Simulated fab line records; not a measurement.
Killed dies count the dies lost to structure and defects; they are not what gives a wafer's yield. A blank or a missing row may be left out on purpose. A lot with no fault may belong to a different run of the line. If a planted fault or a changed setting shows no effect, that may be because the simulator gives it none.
fab line records	flow nand-harc
record lots=24	wafers=72	last-day=32
route steps=1302 shown P_ZERO_WELL@14 P_STI@87 P_GATE@156
lots untouched by any fault: they come from a run of this same line in which no faults occurred
start-h: hours from the record's first day to the start of the lot's first wafer shown	wait-h: hours from the lot's prior step to this one	" as in the row above	L1.1+2: a row that stands for several wafers	- no value, or no start given	* or withheld: withheld	< > ~ a bound
route shown NAME@n: NAME is a module with steps in the file, n the number in the route of the first one	usual: mean and standard deviation over wafers with no fault	same: alike in all rows	chamber/n: place in a boat	sites: per-site readings	_std_site: their standard deviation	_edge_site: outer sites' mean less inner sites'	radius-mm: how far each site lies from the wafer's centre	mask NAME#n: copy n	behind: tool/chamber where the wafer was last shaped	hold: why the lot went on hold/how many hours it stayed there/how the hold came to an end	device: which transistor (n, p or np) failed to switch	end of line: tests of these same wafers at the route's end	a step without rows: its recipe alone	killed: the dies lost at the first sort to structure and to defects; this is not the yield of the wafer	map: dies across one wafer; x = killed, . = not, _ = none there
set.NAME: the setting that was run; set.NAME@STEP: the one run at that earlier step	model.NAME: the simulator's own value behind a step, which no gauge read
the route's steps for a sample of lots (tables are steps, rows are wafers)
services: when a tool's chamber went out of use (start-h, in hours from the record's first day, below 0 if earlier), for how many hours, and the reason
## steps
# step NHARC_P_ZERO_WELL_CD_MEAS_11
# recipe target-cd-nm=500	landing-energy-ev=500
# usual cd-nm=500.3/2.7
lot.wafer	tool	chamber	start-h	wait-h	cd-nm
L074.1	cd-sem-01	0	21.17	-	495.6
L074.2	"	0	"	"	499.5
L074.6	"	0	"	"	499.1
L075.1	cd-sem-01	0	31.11	-	497.0
L075.4	"	0	"	"	500.8
L075.5	"	0	"	"	495.4
L076.1	cd-sem-02	0	41.11	-	497.8
L076.4	"	0	"	"	501.6
L076.5	"	0	"	"	497.0
L077.2	cd-sem-03	0	51.76	-	498.6
L077.4	"	0	"	"	500.0
L077.5	"	0	"	"	501.2
L078.1	cd-sem-02	0	61.24	-	500.8
L078.2	"	0	"	"	499.4
L078.6	"	0	"	"	500.0
L079.2	cd-sem-02	0	71.12	-	505.7
L079.4	"	0	"	"	506.4
L079.5	"	0	"	"	499.6
L080.1	cd-sem-02	0	81.31	-	501.0
L080.2	"	0	"	"	503.6
L080.6	"	0	"	"	502.4
L081.1	cd-sem-01	0	91.12	-	501.5
L081.4	"	0	"	"	498.6
L081.5	"	0	"	"	501.4
L082.3	cd-sem-02	0	101.24	-	501.6
L082.4	"	0	"	"	505.5
L082.5	"	0	"	"	504.3
L083.3	cd-sem-03	0	111.24	-	500.5
L083.4	"	0	"	"	499.6
L083.6	"	0	"	"	502.1
L084.1	cd-sem-01	0	121.14	-	496.5
L084.4	"	0	"	"	501.7
L084.5	"	0	"	"	499.2
L085.2	cd-sem-03	0	131.26	-	496.6
L085.3	"	0	"	"	499.4
L085.6	"	0	"	"	497.5
L086.1	cd-sem-02	0	141.35	-	496.7
L086.3	"	0	"	"	502.7
L086.4	"	0	"	"	498.8
L087.1	cd-sem-01	0	151.24	-	502.9
L087.2	"	0	"	"	502.2
L087.3	"	0	"	"	496.4
L088.2	cd-sem-01	0	161.12	-	496.1
L088.5	"	0	"	"	499.2
L088.6	"	0	"	"	496.7
L089.2	cd-sem-02	0	171.13	-	494.7
L089.4	"	0	"	"	503.1
L089.5	"	0	"	"	499.1
L090.2	cd-sem-01	0	181.12	-	498.8
L090.4	"	0	"	"	499.4
L090.5	"	0	"	"	502.0
L091.2	cd-sem-03	0	191.12	-	501.7
L091.3	"	0	"	"	499.0
L091.4	"	0	"	"	497.4
L092.2	cd-sem-01	0	201.13	-	500.8
L092.4	"	0	"	"	500.4
L092.6	"	0	"	"	501.0
L093.1	cd-sem-03	0	211.24	-	504.4
L093.2	"	0	"	"	502.7
L093.5	"	0	"	"	503.1
L094.1	cd-sem-03	0	221.31	-	500.5
L094.2	"	0	"	"	496.0
L094.3	"	0	"	"	498.8
L095.1	cd-sem-03	0	231.24	-	499.7
L095.2	"	0	"	"	499.9
L095.6	"	0	"	"	501.2
L096.1	cd-sem-03	0	241.31	-	500.2
L096.4	"	0	"	"	497.3
L096.6	"	0	"	"	502.6
L097.1	cd-sem-02	0	251.12	-	498.8
L097.3	"	0	"	"	499.9
L097.5	"	0	"	"	499.6
# step NHARC_P_ZERO_WELL_CD_MEAS_52
# recipe target-cd-nm=2000	landing-energy-ev=500
# usual cd-nm=2000.1/2.9
lot.wafer	tool	chamber	start-h	wait-h	cd-nm
L074.1	cd-sem-01	0	27.31	-	1999.7
L074.2	"	0	"	"	2004.3
L074.6	"	0	"	"	2002.7
L075.1	cd-sem-03	0	35.73	-	2000.7
L075.4	"	0	"	"	2001.0
L075.5	"	0	"	"	1998.8
L076.1	cd-sem-01	0	47.94	-	1997.3
L076.4	"	0	"	"	1997.8
L076.5	"	0	"	"	1994.7
L077.2	cd-sem-03	0	56.38	-	2002.7
L077.4	"	0	"	"	2001.6
L077.5	"	0	"	"	1999.7
L078.1	cd-sem-01	0	65.79	-	2001.9
L078.2	"	0	"	"	2000.4
L078.6	"	0	"	"	2001.0
L079.2	cd-sem-01	0	75.61	-	2004.7
L079.4	"	0	"	"	2005.0
L079.5	"	0	"	"	2001.6
L080.1	cd-sem-01	0	85.80	-	1998.3
L080.2	"	0	"	"	1999.7
L080.6	"	0	"	"	1997.3
L081.1	cd-sem-03	0	95.61	-	1998.6
L081.4	"	0	"	"	2004.6
L081.5	"	0	"	"	1998.6
L082.3	cd-sem-01	0	105.94	-	1999.3
L082.4	"	0	"	"	1999.4
L082.5	"	0	"	"	1997.0
L083.3	cd-sem-03	0	115.91	-	2001.3
L083.4	"	0	"	"	1999.7
L083.6	"	0	"	"	1999.8
L084.1	cd-sem-03	0	125.66	-	2001.6
L084.4	"	0	"	"	2000.6
L084.5	"	0	"	"	2001.3
L085.2	cd-sem-03	0	138.49	-	1995.9
L085.3	"	0	"	"	1995.8
L085.6	"	0	"	"	1997.8
L086.1	cd-sem-03	0	145.79	-	1995.3
L086.3	"	0	"	"	1995.7
L086.4	"	0	"	"	1993.1
L087.1	cd-sem-02	0	155.82	-	2003.4
L087.2	"	0	"	"	2002.7
L087.3	"	0	"	"	2005.8
L088.2	cd-sem-01	0	165.78	-	1995.4
L088.5	"	0	"	"	1994.3
L088.6	"	0	"	"	1999.0
L089.2	cd-sem-01	0	175.62	-	2003.7
L089.4	"	0	"	"	1999.6
L089.5	"	0	"	"	1998.7
L090.2	cd-sem-01	0	185.96	-	2002.8
L090.4	"	0	"	"	2003.3
L090.5	"	0	"	"	2004.8
L091.2	cd-sem-02	0	195.77	-	2002.6
L091.3	"	0	"	"	2001.7
L091.4	"	0	"	"	2001.6
L092.2	cd-sem-03	0	205.52	-	1996.6
L092.4	"	0	"	"	1998.2
L092.6	"	0	"	"	2002.3
L093.1	cd-sem-02	0	216.06	-	2003.7
L093.2	"	0	"	"	1999.3
L093.5	"	0	"	"	2003.0
L094.1	cd-sem-01	0	225.93	-	1999.3
L094.2	"	0	"	"	1995.7
L094.3	"	0	"	"	1996.8
L095.1	cd-sem-01	0	235.91	-	1997.3
L095.2	"	0	"	"	1997.1
L095.6	"	0	"	"	1999.9
L096.1	cd-sem-03	0	245.93	-	1998.7
L096.4	"	0	"	"	1998.6
L096.6	"	0	"	"	2001.3
L097.1	cd-sem-03	0	255.65	-	2004.1
L097.3	"	0	"	"	2003.0
L097.5	"	0	"	"	2002.3
# step NHARC_P_STI_DESCUM_14
# recipe time-s=3	o2-flow-sccm=200	ar-flow-sccm=0	bias-power-w=0	chemistry=O2
# usual drypump-motor-current-A=5.9/0.5	oes-product-au=1.000/0.016	rf-vpp-V=57.8/0.86	showerhead-plenum-p-Torr=1.92/0.072	throttle-valve-pct=11.312/0.0094
lot.wafer	tool	chamber	start-h	wait-h	drypump-motor-current-A	oes-product-au	rf-hours-counter-h	rf-vpp-V	showerhead-plenum-p-Torr	throttle-valve-pct
L074.2	rie-diel-07	3	45.79	-	6.2	1.020	9	58.2	1.94	11.298
L074.1	"	0	"	"	6.6	1.017	10	59.5	1.83	11.314
L074.6	"	2	"	"	5.2	0.987	-	57.5	1.84	11.308
L075.1	rie-diel-07	3	57.84	-	6.2	1.016	11	58.1	1.94	11.332
L075.4	"	0	"	"	6.6	1.013	11	56.3	1.83	11.294
L075.5	"	2	"	"	5.3	0.972	-	58.8	1.84	11.311
L076.1	rie-diel-03	2	65.09	-	6.2	0.984	5	57.9	1.99	11.323
L076.4	"	3	"	"	5.3	1.007	5	58.8	1.92	11.319
L076.5	"	2	"	"	6.2	0.982	-	57.9	1.99	11.319
L077.2	rie-diel-03	0	73.20	-	5.3	1.002	5	58.5	2.03	11.324
L077.4	"	1	"	"	6.2	0.997	5	58.9	1.89	11.311
L077.5	"	3	"	"	5.3	1.003	-	58.9	1.92	11.318
L078.2	rie-diel-07	0	84.39	-	6.6	1.015	13	58.8	1.82	11.294
L078.1	"	3	"	"	6.2	1.015	13	57.4	1.94	11.319
L078.6	"	1	"	"	5.3	1.004	-	57.9	1.85	11.306
L079.2	rie-diel-11	1	93.29	-	6.5	0.990	0	57.1	2.02	11.304
L079.4	"	2	"	"	5.9	1.000	1	58.2	1.95	11.305
L079.5	"	3	"	"	6.2	1.008	-	58.3	2.02	11.325
L080.1	rie-diel-11	1	104.50	-	6.5	1.007	1	56.7	2.02	11.317
L080.2	"	2	"	"	5.9	1.011	1	58.4	1.95	11.303
L080.6	"	0	"	"	5.8	0.994	-	57.2	1.88	11.318
L081.1	rie-diel-03	2	115.13	-	6.2	0.987	0	59.0	1.99	11.309
L081.4	"	3	"	"	5.3	0.995	0	58.6	1.92	11.310
L081.5	"	3	"	"	5.3	1.011	-	59.1	1.91	11.307
L082.4	rie-diel-11	0	124.94	-	5.8	0.984	2	56.8	1.88	11.315
L082.3	"	2	"	"	6.0	1.001	2	57.6	1.95	11.322
L082.5	"	3	"	"	6.2	1.007	-	58.6	2.01	11.316
L083.3	rie-diel-07	1	135.79	-	5.3	0.996	2	58.4	1.85	11.313
L083.6	"	1	"	"	5.3	1.006	-	57.0	1.85	11.304
L083.4	"	0	"	"	6.6	1.008	-	57.1	1.82	11.309
L084.4	rie-diel-07	2	144.26	-	5.2	0.982	3	58.0	1.83	11.317
L084.1	"	1	"	"	5.3	1.019	3	58.2	1.85	11.310
L084.5	"	3	"	"	6.2	1.041	-	58.8	1.94	11.316
L085.2	rie-diel-03	3	155.09	-	5.3	1.005	3	59.0	1.91	11.306
L085.3	"	1	"	"	6.3	0.981	3	56.5	1.89	11.301
L085.6	"	2	"	"	6.2	0.989	-	56.5	1.99	11.312
L086.3	rie-diel-11	3	166.33	-	6.2	1.015	4	57.1	2.01	11.305
L086.4	"	0	"	"	5.8	0.986	5	58.7	1.88	11.308
L086.1	"	1	"	"	6.5	1.005	5	57.3	2.02	11.312
L087.2	rie-diel-11	3	175.29	-	6.2	1.009	5	56.6	2.01	11.308
L087.1	"	0	"	"	5.8	0.985	6	56.5	1.88	11.310
L087.3	"	2	"	"	6.0	0.988	6	58.7	1.95	11.309
L088.2	rie-diel-07	1	185.51	-	5.3	1.009	6	59.0	1.85	11.317
L088.6	"	0	"	"	6.6	1.014	-	56.2	1.82	11.312
L088.5	"	1	"	"	5.3	1.013	-	57.7	1.85	11.309
L089.2	rie-diel-03	3	194.73	-	5.3	1.000	4	56.9	1.91	11.318
L089.4	"	1	"	"	6.2	0.993	4	56.7	1.89	11.314
L089.5	"	2	"	"	6.2	0.993	-	58.5	1.99	11.312
L090.4	rie-diel-03	3	206.31	-	5.3	1.000	5	57.8	1.91	11.320
L090.2	"	0	"	"	5.3	0.980	5	58.1	2.03	11.324
L090.5	"	3	"	"	5.3	0.998	-	59.2	1.91	11.305
L091.2	rie-diel-07	2	212.30	-	5.2	0.969	8	56.4	1.83	11.324
L091.4	"	3	"	"	6.2	1.013	6	57.7	1.94	11.304
L091.3	"	0	"	"	6.6	0.992	7	58.2	1.82	11.311
L092.4	rie-diel-03	0	222.74	-	5.3	0.983	5	59.7	2.03	11.307
L092.2	"	2	"	"	6.2	0.977	5	57.5	1.99	11.315
L092.6	"	1	"	"	6.3	1.011	-	56.7	1.89	11.334
L093.2	rie-diel-07	1	233.24	-	5.3	1.014	9	56.2	1.85	11.310
L093.1	"	3	"	"	6.2	1.027	8	58.6	1.93	11.320
L093.5	"	2	"	"	5.2	0.988	-	58.0	1.83	11.303
L094.3	rie-diel-07	3	243.35	-	6.2	1.033	9	57.8	1.93	11.283
L094.2	"	0	"	"	6.6	1.019	10	58.4	1.82	11.310
L094.1	"	2	"	"	5.2	0.984	10	56.0	1.83	11.318
L095.2	rie-diel-07	2	253.25	-	5.2	0.994	11	58.2	1.83	11.326
L095.1	"	3	"	"	6.2	1.033	10	56.9	1.93	11.321
L095.6	"	0	"	"	6.6	1.019	-	58.4	1.82	11.311
L096.1	rie-diel-11	2	264.99	-	5.9	1.001	0	58.0	1.95	11.306
L096.4	"	3	"	"	6.2	1.028	0	57.4	2.01	11.299
L096.6	"	0	"	"	5.8	0.989	-	56.7	1.88	11.303
L097.1	rie-diel-11	0	272.70	-	5.8	0.990	0	57.8	1.88	11.297
L097.3	"	1	"	"	6.4	0.995	0	59.1	2.02	11.304
L097.5	"	0	"	"	5.8	0.995	-	56.5	1.88	11.308
# step NHARC_P_STI_INSPECT_25
# usual raw-defect-count=218/79
lot.wafer	tool	chamber	start-h	wait-h	raw-defect-count
L074.1	defect-inspect-02	-	72.63	0.4	248
L074.2	"	-	"	"	229
L074.6	"	-	"	"	271
L075.1	defect-inspect-02	-	87.66	0.4	124
L075.4	"	-	"	"	133
L075.5	"	-	"	"	257
L076.1	defect-inspect-01	-	91.00	0.4	177
L076.4	"	-	"	"	342
L076.5	"	-	"	"	178
L077.2	defect-inspect-02	-	98.52	0.4	279
L077.4	"	-	"	"	174
L077.5	"	-	"	"	164
L078.1	defect-inspect-02	-	115.05	0.4	270
L078.2	"	-	"	"	254
L078.6	"	-	"	"	243
L079.2	defect-inspect-02	-	120.70	0.4	152
L079.4	"	-	"	"	127
L079.5	"	-	"	"	163
L080.1	defect-inspect-01	-	131.83	0.4	147
L080.2	"	-	"	"	122
L080.6	"	-	"	"	151
L081.1	defect-inspect-01	-	142.07	0.4	152
L081.4	"	-	"	"	150
L081.5	"	-	"	"	162
L082.3	defect-inspect-01	-	156.59	0.4	190
L082.4	"	-	"	"	196
L082.5	"	-	"	"	167
L083.3	defect-inspect-01	-	165.10	0.4	106
L083.4	"	-	"	"	151
L083.6	"	-	"	"	166
L084.1	defect-inspect-02	-	172.59	0.4	211
L084.4	"	-	"	"	176
L084.5	"	-	"	"	259
L085.2	defect-inspect-02	-	182.22	0.4	230
L085.3	"	-	"	"	238
L085.6	"	-	"	"	284
L086.1	defect-inspect-02	-	195.18	0.4	184
L086.3	"	-	"	"	218
L086.4	"	-	"	"	517
L087.1	defect-inspect-01	-	201.02	0.4	247
L087.2	"	-	"	"	230
L087.3	"	-	"	"	214
L089.2	defect-inspect-02	-	219.08	0.4	167
L089.4	"	-	"	"	102
L089.5	"	-	"	"	284
L088.2	defect-inspect-01	-	219.08	0.4	214
L088.5	"	-	"	"	187
L088.6	"	-	"	"	138
L090.2	defect-inspect-02	-	233.88	0.4	166
L090.4	"	-	"	"	359
L090.5	"	-	"	"	451
L091.2	defect-inspect-02	-	239.61	0.4	206
L091.3	"	-	"	"	212
L091.4	"	-	"	"	291
L092.2	defect-inspect-02	-	249.91	0.4	171
L092.4	"	-	"	"	362
L092.6	"	-	"	"	314
L093.1	defect-inspect-01	-	262.83	0.4	216
L093.2	"	-	"	"	148
L093.5	"	-	"	"	293
L094.1	defect-inspect-01	-	269.42	0.4	191
L094.2	"	-	"	"	253
L094.3	"	-	"	"	299
L095.1	defect-inspect-01	-	280.57	0.4	228
L095.2	"	-	"	"	205
L095.6	"	-	"	"	141
L096.1	defect-inspect-01	-	291.40	0.4	176
L096.4	"	-	"	"	190
L096.6	"	-	"	"	234
L097.1	defect-inspect-01	-	298.70	0.4	225
L097.3	"	-	"	"	294
L097.5	"	-	"	"	250
# step NHARC_P_GATE_ETCHBACK_37
# recipe target-depth-a=345	time-s=17.2	chf3-flow-sccm=50	o2-flow-sccm=10	ar-flow-sccm=200	rf-w=500	bias-w=200	chemistry=CHF3/O2
# usual bias-w=200.0/0.55	chf3-flow-sccm=50.02/0.14	drypump-motor-current-A=5.8/0.4	oes-product-au=0.95/0.032	rf-fwd-power-W=489.9/2.5	rf-vpp-V=371.3/2.4	showerhead-plenum-p-Torr=2.44/0.11	throttle-valve-pct=20.573/0.009
lot.wafer	tool	chamber	start-h	wait-h	bias-w	chf3-flow-sccm	drypump-motor-current-A	oes-product-au	rf-fwd-power-W	rf-hours-counter-h	rf-vpp-V	showerhead-plenum-p-Torr	throttle-valve-pct
L074.1	rie-diel-01	3	-	-	198.9	49.95	6.0	0.94	487.7	4	368.1	2.27	20.593
L074.2	"	2	"	"	200.3	49.78	5.3	0.93	490.5	4	373.5	2.50	20.580
L074.6	"	0	"	"	200.4	50.02	5.5	0.95	485.3	-	367.4	2.32	20.561
L075.4	rie-diel-13	0	-	-	200.0	50.04	5.8	0.93	488.7	8	368.1	2.32	20.572
L075.1	"	3	"	"	200.1	49.95	5.6	0.93	494.0	9	367.8	2.26	20.567
L075.5	"	0	"	"	199.9	50.19	5.8	0.93	487.4	-	368.9	2.32	20.574
L076.4	rie-diel-01	0	-	-	200.0	50.10	5.5	0.96	485.5	4	369.5	2.32	20.579
L076.1	"	2	"	"	200.4	49.90	5.4	0.93	492.3	5	372.7	2.50	20.573
L076.5	"	1	"	"	199.7	49.95	5.8	0.93	490.5	-	372.7	2.53	20.575
L077.4	rie-diel-01	3	-	-	200.2	50.09	6.0	0.92	486.0	5	368.1	2.27	20.565
L077.2	"	2	"	"	200.5	50.11	5.4	0.92	494.8	5	373.5	2.50	20.581
L077.5	"	3	"	"	199.7	50.11	6.0	0.92	488.8	-	366.5	2.27	20.574
L078.2	rie-diel-01	2	-	-	200.2	50.03	5.4	0.91	492.4	6	374.1	2.50	20.570
L078.1	"	1	"	"	199.4	49.74	5.7	0.93	489.6	6	374.7	2.53	20.569
L078.6	"	3	"	"	199.1	50.35	6.0	0.92	490.0	-	367.7	2.27	20.567
L079.2	rie-diel-05	0	-	-	199.2	50.14	5.1	0.92	492.9	10	373.5	2.53	20.564
L079.5	"	0	"	"	200.1	50.33	5.1	0.93	492.7	-	373.4	2.53	20.575
L079.4	"	2	"	"	199.6	50.11	6.3	0.92	489.3	-	374.2	2.56	20.574
L080.1	rie-diel-05	0	-	-	200.2	50.16	5.1	1.00	491.6	11	373.2	2.53	20.559
L080.2	"	2	"	"	201.0	50.04	6.3	0.99	488.7	11	375.1	2.56	20.566
L080.6	"	0	"	"	199.6	50.41	5.1	0.99	491.5	-	374.4	2.53	20.580
L081.1	rie-diel-05	2	-	-	199.1	50.13	6.3	0.98	486.0	11	373.2	2.56	20.578
L081.4	"	2	"	"	199.8	50.19	6.3	0.99	487.8	-	373.5	2.56	20.569
L081.5	"	3	"	"	200.2	49.92	6.3	1.00	491.7	-	373.2	2.54	20.569
L082.3	rie-diel-05	1	-	-	200.0	49.82	6.3	0.99	495.4	0	371.2	2.42	20.582
L082.4	"	0	"	"	199.5	49.95	5.1	0.92	489.6	-	374.1	2.53	20.573
L082.5	"	1	"	"	200.1	49.99	6.3	0.99	494.4	-	371.1	2.42	20.566
L083.4	rie-diel-05	3	-	-	200.9	50.19	6.3	1.00	489.4	12	373.3	2.54	20.584
L083.3	"	0	"	"	200.2	49.96	5.1	1.00	488.5	12	371.2	2.53	20.591
L083.6	"	1	"	"	200.1	49.90	6.3	1.02	493.8	-	372.3	2.42	20.564
L084.1	rie-diel-05	0	-	-	199.6	50.23	5.1	0.93	491.1	12	373.6	2.53	20.569
L084.5	"	2	"	"	201.3	49.99	6.3	0.92	486.6	-	373.8	2.56	20.577
L084.4	"	3	"	"	200.0	50.01	6.3	0.93	489.4	-	373.0	2.54	20.575
L085.2	rie-diel-01	3	-	-	200.5	50.00	6.0	0.99	488.2	0	368.6	2.27	20.571
L085.3	"	0	"	"	198.9	49.85	5.5	1.02	487.6	0	369.4	2.32	20.582
L085.6	"	2	"	"	199.1	49.92	5.4	1.01	492.1	-	372.3	2.50	20.575
L086.4	rie-diel-13	2	-	-	200.3	50.14	5.7	0.93	492.4	5	373.1	2.50	20.571
L086.3	"	3	"	"	199.5	49.93	5.5	0.92	493.0	4	367.0	2.25	20.580
L086.1	"	0	"	"	200.7	49.94	5.8	0.93	489.8	4	367.9	2.32	20.581
L087.2	rie-diel-01	3	-	-	199.2	49.85	6.0	1.00	492.7	2	368.1	2.27	20.589
L087.3	"	0	"	"	199.6	50.10	5.5	1.00	486.0	1	370.8	2.32	20.576
L087.1	"	2	"	"	199.1	49.94	5.3	1.01	490.5	2	371.8	2.50	20.592
L089.2	rie-diel-01	3	-	-	200.7	50.05	6.0	0.92	487.4	5	368.5	2.27	20.568
L089.4	"	0	"	"	200.4	50.09	5.5	1.01	487.1	3	369.5	2.32	20.565
L089.5	"	3	"	"	200.7	50.07	6.0	0.92	486.0	-	367.8	2.27	20.578
L088.2	rie-diel-05	3	-	-	199.9	49.99	6.3	0.94	490.5	1	373.5	2.54	20.550
L088.6	"	0	"	"	199.9	50.08	5.1	0.99	491.3	-	373.5	2.53	20.577
L088.5	"	1	"	"	199.9	50.18	6.3	0.96	494.5	-	370.6	2.42	20.572
L090.4	rie-diel-05	2	-	-	200.7	49.99	6.3	0.96	485.9	1	373.2	2.56	20.569
L090.2	"	3	"	"	200.1	50.12	6.3	0.96	489.4	1	373.8	2.54	20.570
L090.5	"	1	"	"	200.8	49.93	6.3	0.97	494.8	-	371.4	2.42	20.571
L091.3	rie-diel-01	2	-	-	199.9	49.85	5.4	0.93	491.8	5	371.8	2.50	20.559
L091.4	"	3	"	"	200.0	49.98	6.0	0.92	489.3	5	368.8	2.27	20.574
L091.2	"	0	"	"	201.2	49.92	5.5	0.93	487.9	4	368.5	2.32	20.577
L092.2	rie-diel-13	2	-	-	200.1	50.21	5.7	0.94	492.0	8	373.1	2.50	20.564
L092.4	"	0	"	"	199.8	49.99	5.8	0.92	490.9	8	369.1	2.32	20.591
L092.6	"	3	"	"	199.5	50.21	5.5	0.91	490.0	-	368.1	2.25	20.570
L093.2	rie-diel-01	3	-	-	199.5	50.12	6.0	0.94	486.3	7	368.0	2.27	20.578
L093.1	"	1	"	"	201.1	50.05	5.8	0.95	490.7	6	372.2	2.53	20.550
L093.5	"	0	"	"	199.9	49.98	5.5	0.96	489.0	-	367.4	2.31	20.564
L094.3	rie-diel-01	0	-	-	200.7	50.15	5.5	0.94	490.6	5	368.8	2.31	20.572
L094.1	"	1	"	"	199.6	50.10	5.7	0.94	489.4	6	373.4	2.53	20.571
L094.2	"	3	"	"	199.7	49.98	6.0	0.93	489.4	7	368.4	2.27	20.593
L095.1	rie-diel-05	1	-	-	200.3	49.93	6.3	1.00	493.8	3	371.1	2.42	20.565
L095.2	"	2	"	"	200.1	49.86	6.3	0.99	487.2	3	374.3	2.56	20.574
L095.6	"	3	"	"	200.2	50.28	6.3	1.00	488.4	-	374.3	2.54	20.577
L096.4	rie-diel-13	0	-	-	199.2	50.00	5.8	0.92	488.6	12	367.8	2.32	20.556
L096.1	"	2	"	"	200.0	49.97	5.7	0.94	493.5	12	373.3	2.50	20.572
L096.6	"	1	"	"	199.7	50.14	6.0	0.94	492.6	-	371.8	2.44	20.567
L097.1	rie-diel-01	3	-	-	199.3	50.03	6.0	0.93	490.6	9	369.1	2.27	20.574
L097.3	"	2	"	"	199.6	49.62	5.4	0.92	492.9	8	371.8	2.50	20.570
L097.5	"	0	"	"	200.2	50.14	5.5	0.94	487.0	-	369.7	2.31	20.562
# step NHARC_P_GATE_STRIP_113
# recipe power-w=1500	temp-c=110	time-s=740	chemistry=N2/H2
# usual drypump-motor-current-A=5.19/0.27	heater-power-w=93/8
lot.wafer	tool	chamber	start-h	wait-h	drypump-motor-current-A	heater-power-w	rf-hours-counter-h
L074.1	plasma-asher-01	1	113.57	0.2	5.56	105	24
L074.2	"	0	"	"	5.05	92	24
L074.6	"	1	"	"	5.56	106	-
L075.1	plasma-asher-02	1	127.99	0.2	4.88	95	8
L075.4	"	1	"	"	4.88	95	-
L075.5	"	1	"	"	4.85	94	-
L076.1	plasma-asher-01	0	130.69	0.3	5.04	91	28
L076.4	"	0	"	"	5.01	92	-
L076.5	"	1	"	"	5.56	103	-
L077.2	plasma-asher-02	0	141.20	0.3	5.20	85	12
L077.4	"	0	"	"	5.21	86	-
L077.5	"	0	"	"	5.20	85	-
L078.2	plasma-asher-01	0	155.82	0.2	5.02	91	34
L078.1	"	1	"	"	5.56	101	34
L078.6	"	1	"	"	5.57	102	-
L079.2	plasma-asher-01	0	161.10	0.3	5.05	92	36
L079.4	"	0	"	"	5.01	92	-
L079.5	"	0	"	"	5.04	93	-
L080.2	plasma-asher-02	0	172.83	0.4	5.22	85	20
L080.1	"	1	"	"	4.87	92	20
L080.6	"	1	"	"	4.86	92	-
L081.1	plasma-asher-01	0	180.78	0.5	5.04	88	1
L081.4	"	1	"	"	5.57	106	-
L081.5	"	1	"	"	5.58	108	-
L082.3	plasma-asher-01	0	195.22	0.4	5.04	86	-
L082.4	"	1	"	"	5.57	104	-
L082.5	"	1	"	"	5.60	105	-
L083.4	plasma-asher-01	0	203.60	0.3	5.04	87	-
L083.3	"	1	"	"	5.59	107	-
L083.6	"	1	"	"	5.56	107	-
L084.1	plasma-asher-01	0	217.01	0.2	5.02	88	8
L084.4	"	0	"	"	5.02	87	-
L084.5	"	1	"	"	5.57	106	-
L085.2	plasma-asher-02	1	223.19	0.3	4.87	93	28
L085.3	"	0	"	"	5.22	83	-
L085.6	"	1	"	"	4.89	94	-
L086.1	plasma-asher-01	1	235.91	0.2	5.58	103	12
L086.3	"	1	"	"	5.57	103	-
L086.4	"	0	"	"	5.01	90	-
L087.1	plasma-asher-01	0	239.64	0.2	5.01	87	13
L087.2	"	1	"	"	5.58	106	13
L087.3	"	0	"	"	5.02	89	-
L089.2	plasma-asher-02	1	261.30	0.2	4.85	94	1
L089.4	"	1	"	"	4.89	92	-
L089.5	"	0	"	"	5.20	84	-
L088.2	plasma-asher-01	0	264.57	0.3	5.06	87	19
L088.5	"	1	"	"	5.58	106	-
L088.6	"	0	"	"	5.03	86	-
L090.2	plasma-asher-01	1	274.81	0.2	5.59	103	21
L090.4	"	1	"	"	5.62	104	-
L090.5	"	1	"	"	5.58	105	-
L091.2	plasma-asher-02	1	279.73	0.3	4.87	91	5
L091.3	"	0	"	"	5.18	83	-
L091.4	"	1	"	"	4.87	92	-
L092.2	plasma-asher-02	0	292.06	0.3	5.21	84	7
L092.4	"	1	"	"	4.89	94	-
L092.6	"	0	"	"	5.20	85	-
L093.2	plasma-asher-01	1	302.98	0.2	5.56	105	26
L093.1	"	0	"	"	5.05	89	26
L093.5	"	1	"	"	5.58	106	-
L094.2	plasma-asher-01	0	309.39	0.2	5.03	87	28
L094.1	"	1	"	"	5.57	103	28
L094.3	"	0	"	"	5.03	88	-
L095.2	plasma-asher-02	1	321.95	0.2	4.88	91	13
L095.1	"	0	"	"	5.21	83	13
L095.6	"	0	"	"	5.21	82	-
L096.1	plasma-asher-02	0	332.02	0.3	5.19	82	15
L096.4	"	1	"	"	4.87	96	-
L096.6	"	0	"	"	5.21	83	-
L097.1	plasma-asher-02	0	339.48	0.3	5.20	84	20
L097.3	"	0	"	"	5.22	86	-
L097.5	"	1	"	"	4.91	91	-
## services
tool	chamber	start-h	hours	kind
rie-diel-01	-	26.80	9.0	pm
rie-diel-07	3	34.22	9.3	repair
rie-diel-03	0	38.98	2.0	repair
rie-diel-05	-	52.60	9.0	pm
rie-diel-11	2	70.54	2.8	repair
plasma-asher-02	-	72.13	9.0	pm
rie-diel-11	-	78.50	9.0	pm
rie-diel-03	3	94.84	7.2	repair
plasma-asher-01	-	105.05	0.5	repair
rie-diel-07	-	117.20	9.0	pm
rie-diel-07	3	130.44	8.6	repair
plasma-asher-01	-	165.08	9.0	pm
rie-diel-05	2	187.13	9.8	repair
rie-diel-01	-	203.82	9.0	pm
rie-diel-05	1	206.05	36.7	repair
rie-diel-05	-	229.60	9.0	pm
rie-diel-05	0	242.34	10.0	repair
plasma-asher-02	-	249.13	9.0	pm
rie-diel-07	-	288.93	0.6	repair
rie-diel-05	0	292.45	5.7	repair
rie-diel-07	-	294.20	9.0	pm
rie-diel-05	0	309.99	12.3	repair
plasma-asher-02	-	312.91	0.8	repair
plasma-asher-01	-	331.40	9.0	repair
## key
fault none
